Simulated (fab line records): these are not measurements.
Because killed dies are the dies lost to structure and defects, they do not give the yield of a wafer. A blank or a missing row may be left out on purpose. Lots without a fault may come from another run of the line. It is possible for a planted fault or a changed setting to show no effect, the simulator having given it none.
Matching of chambers	flow nand_harc	pecvd-02 running NHARC_A_STAIRCASE_DEP_417: 3 sister chambers
The step deposits Si3N4, target thk 60 nm. 16 wafers are shown with their chamber, then 8 later ones without.

WAFERS, EACH WITH ITS CHAMBER
wafer	chamber	heater_power_w (W)	rf_fwd_power_W (W)
L078.2	1	805	451.5
L078.3	2	868	446.9
L078.4	2	863	448.6
L080.2	1	766	448.1
L080.4	2	803	451.1
L080.6	1	784	449.3
L086.2	0	659	450.0
L086.4	1	796	451.3
L086.6	0	663	450.9
L085.1	0	631	450.7
L085.3	0	656	450.0
L085.6	0	640	449.4
L087.2	1	716	448.8
L087.4	2	890	451.4
L087.5	1	727	447.6
L091.2	1	837	448.7

SIGNATURES (means of the wafers above)
reading	chamber 0	chamber 1	chamber 2	scatter within a chamber
heater_power_w	649.80	775.86	856.00	35.1
rf_fwd_power_W	450.200	449.329	449.500	1.49
Rule: for each reading, subtract the chamber's mean from the wafer's reading, divide by that reading's scatter and square the result; add these up over the readings and take the root, which gives the wafer's distance from the chamber. If the next closest chamber is less than 2 further off than the closest, the wafer can't be placed; otherwise it belongs to the closest. The scatter: the root of (the sum of the squares of (reading less its chamber's mean) over the shown wafers, divided by (wafers less chambers)).

WAFERS WITHOUT THEIR CHAMBER
wafer	heater_power_w (W)	rf_fwd_power_W (W)
L091.3	876	449.0
L091.6	697	449.2
L090.2	763	448.7
L090.3	751	449.0
L090.6	791	446.8
L092.3	813	450.5
L092.5	773	447.9
L092.6	761	451.3

WHICH CHAMBER EACH ONE RAN IN
wafer	from the rows above	in truth
L091.3	2	2
L091.6	can't be placed: 0 or 1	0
L090.2	1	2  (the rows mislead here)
L090.3	1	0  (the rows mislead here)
L090.6	can't be placed: 1 or 2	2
L092.3	can't be placed: 1 or 2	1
L092.5	can't be placed: 1 or 2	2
L092.6	can't be placed: 1 or 2 or 0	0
Correctly placed: 1 of 8. Cannot be placed on the basis of these rows: 5; the candidates contain the true chamber in 5. Number placed wrongly: 2.
